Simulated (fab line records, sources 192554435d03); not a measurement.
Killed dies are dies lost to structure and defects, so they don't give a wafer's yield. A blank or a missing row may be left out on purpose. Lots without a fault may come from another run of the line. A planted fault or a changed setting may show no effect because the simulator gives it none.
Which tool did it? | flow n5_finfet | 9 lots, 27 wafers sampled, at 6 steps of a route of 1938

WHAT THE GAUGES READ, wafer by wafer
N5_FIN_SAQP_CD_MEAS_37: target cd 8 nm.
lot  | measured    | on        | cd_nm (nm)
L075 | day 2 09:34 | cd_sem-03 | 8.3 7.8 8.0
L077 | day 2 20:29 | cd_sem-01 | 8.3 8.0 7.9
L081 | day 3 21:33 | cd_sem-02 | 8.0 8.3 8.0
L083 | day 4 08:54 | cd_sem-02 | 7.8 7.4 7.8
L085 | day 4 23:29 | cd_sem-03 | 7.9 7.9 8.3
L088 | day 5 14:48 | cd_sem-02 | 8.3 8.7 8.7
L091 | day 6 10:49 | cd_sem-03 | 7.6 8.3 7.8
L093 | day 6 22:37 | cd_sem-03 | 8.2 8.4 8.1
L097 | day 7 20:38 | cd_sem-01 | 8.0 8.2 8.6

WHICH TOOL RAN EACH LOT (tool, then ch and the chambers of the sampled wafers, then the start)
lot  | N5_FIN_SAQP_MANDREL_ETCH_22     | N5_FIN_SAQP_ETCH_57               | N5_FIN_SAQP_STRIP_70              | N5_FIN_SAQP_SPACER2_ETCHBACK_29   | N5_FIN_SAQP_MANDREL2_REMOVE_60
L075 | rie_si-03 ch 0,1, day 2 05:08   | rie_diel-06 ch 0,2,3, day 2 06:55 | rie_diel-05 ch 0,3, day 2 08:01   | rie_diel-02 ch 0,2, day 2 08:47   | rie_si-04 ch 1,2, day 2 08:52
L077 | rie_si-03 ch 0,1,2, day 2 16:45 | rie_diel-02 ch 1,2, day 2 18:31   | rie_diel-02 ch 2,3, day 2 19:17   | rie_diel-02 ch 0,2,3, day 2 19:49 | rie_si-04 ch 0,2, day 2 19:54
L081 | rie_si-05 ch 0,2,3, day 3 17:01 | rie_diel-02 ch 1,2,3, day 3 19:14 | rie_diel-02 ch 0,1, day 3 20:01   | rie_diel-06 ch 1,2,3, day 3 20:53 | rie_si-03 ch 0,1,2, day 3 20:58
L083 | rie_si-05 ch 0,1,3, day 4 04:47 | rie_diel-06 ch 2,3, day 4 06:56   | rie_diel-05 ch 0,2,3, day 4 07:43 | rie_diel-02 ch 0,1,2, day 4 08:14 | rie_si-04 ch 0,3, day 4 08:19
L085 | rie_si-03 ch 0,3, day 4 18:16   | rie_diel-05 ch 0,1,3, day 4 21:20 | rie_diel-06 ch 1,3, day 4 22:08   | rie_diel-06 ch 1,3, day 4 22:44   | rie_si-05 ch 0,1,2, day 4 22:50
L088 | rie_si-05 ch 0,1,3, day 5 10:35 | rie_diel-05 ch 0,1,3, day 5 12:21 | rie_diel-06 ch 1,3, day 5 13:24   | rie_diel-05 ch 0,2,3, day 5 14:06 | rie_si-05 ch 0,1,2, day 5 14:11
L091 | rie_si-04 ch 0,2,3, day 6 06:34 | rie_diel-05 ch 0,1,2, day 6 08:22 | rie_diel-05 ch 0,1,2, day 6 09:11 | rie_diel-06 ch 2,3, day 6 10:10   | rie_si-03 ch 0,1,2, day 6 10:14
L093 | rie_si-04 ch 1,2, day 6 18:41   | rie_diel-02 ch 0,1,2, day 6 20:34 | rie_diel-06 ch 1,2,3, day 6 21:20 | rie_diel-05 ch 0,1,2, day 6 21:58 | rie_si-03 ch 0,1,3, day 6 22:03
L097 | rie_si-05 ch 1,2,3, day 7 16:43 | rie_diel-05 ch 0,1,2, day 7 18:29 | rie_diel-06 ch 0,1,3, day 7 19:17 | rie_diel-06 ch 0,1,3, day 7 19:55 | rie_si-05 ch 1,2,3, day 7 20:01
- N5_FIN_SAQP_MANDREL_ETCH_22: etches a-Si in HBr/Cl2, stops on SiNx, target depth 60 nm, bt time 10 s, time 30 s.
- N5_FIN_SAQP_ETCH_57: etches SiNx in CH3F/O2, target depth 32.5 nm, time 46.4 s.
- N5_FIN_SAQP_STRIP_70: strips in N2/H2.
- N5_FIN_SAQP_SPACER2_ETCHBACK_29: etches SiO2 in CHF3/O2, target depth 12.2 nm, time 6.1 s.
- N5_FIN_SAQP_MANDREL2_REMOVE_60: chemistry HBr/Cl2/O2, target a-Si, stops on SiNx, bt time 10 s.

THE ANSWER, worked out from the rows above alone
Rule: what is usual is taken from the lots themselves. Put in order of their means at a reading, lots are off if they are a third of the lots or fewer, leave a main group of 4 or more, and stand apart from it by a gap of 3 or more times the standard deviation of the main group's means; of several such gaps the widest counts. A main group whose means are all the same, to the digits that the tables above print for the reading, isn't used. A lot without any number at a reading at which 4 lots or more have one is off too. The other lots that the step has rows for count as sound.
No lot is off at any reading shown: from this, nothing can be told.

WHAT THE SIMULATOR HAD PUT IN
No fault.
